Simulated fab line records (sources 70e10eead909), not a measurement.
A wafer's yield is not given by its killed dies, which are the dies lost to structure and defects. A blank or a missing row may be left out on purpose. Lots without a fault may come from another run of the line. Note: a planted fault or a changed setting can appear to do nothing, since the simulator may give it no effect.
Matching of chambers / flow nand harc / NHARC_P_ZERO_WELL_ETCH_63 on rie si-03: 4 sister chambers
The step etches the open film in HBr/Cl2, target depth 120 nm, time 40.1 s. 8 wafers are shown with their chamber, then 6 later ones without.

== WAFERS, EACH WITH ITS CHAMBER ==
wafer=L896.2; chamber=2; drypump motor current A (A)=4.9; oes product au (a.u.)=0.991
wafer=L899.6; chamber=2; drypump motor current A (A)=4.9; oes product au (a.u.)=0.988
wafer=L901.6; chamber=1; drypump motor current A (A)=5.6; oes product au (a.u.)=0.998
wafer=L902.1; chamber=0; drypump motor current A (A)=5.7; oes product au (a.u.)=0.992
wafer=L902.3; chamber=1; drypump motor current A (A)=5.6; oes product au (a.u.)=0.988
wafer=L902.6; chamber=3; drypump motor current A (A)=5.5; oes product au (a.u.)=1.008
wafer=L903.1; chamber=0; drypump motor current A (A)=5.7; oes product au (a.u.)=0.997
wafer=L903.2; chamber=3; drypump motor current A (A)=5.4; oes product au (a.u.)=1.001

== WAFERS WITH NO CHAMBER GIVEN ==
wafer=L912.2; drypump motor current A (A)=5.4; oes product au (a.u.)=1.002
wafer=L912.5; drypump motor current A (A)=5.6; oes product au (a.u.)=0.994
wafer=L912.6; drypump motor current A (A)=5.5; oes product au (a.u.)=1.001
wafer=L913.3; drypump motor current A (A)=4.9; oes product au (a.u.)=1.007
wafer=L913.4; drypump motor current A (A)=5.4; oes product au (a.u.)=1.004
wafer=L913.5; drypump motor current A (A)=4.9; oes product au (a.u.)=0.998

== EACH ONE'S CHAMBER ==
wafer=L912.2; from the rows above=3; in truth=3
wafer=L912.5; from the rows above=1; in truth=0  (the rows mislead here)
wafer=L912.6; from the rows above=can't be placed: 3 or 1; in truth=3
wafer=L913.3; from the rows above=2; in truth=2
wafer=L913.4; from the rows above=3; in truth=3
wafer=L913.5; from the rows above=2; in truth=2
Placed correctly: 4 of 6. These rows do not allow placing 1 (true chamber among the candidates in 1). Number placed wrongly: 1.
How it was worked out, from the rows above alone: a wafer's distance from a chamber is the root of the sum, over the readings, of the square of ((its reading less the chamber's mean) divided by the reading's scatter). If the next closest chamber is less than 2 further off than the closest, the wafer can't be placed; otherwise it belongs to the closest. The mean given for a chamber averages the wafers shown for that chamber. The scatter is the square root of a quotient: the sum, over the shown wafers, of each reading's squared deviation from its chamber's mean, divided by wafers minus chambers.
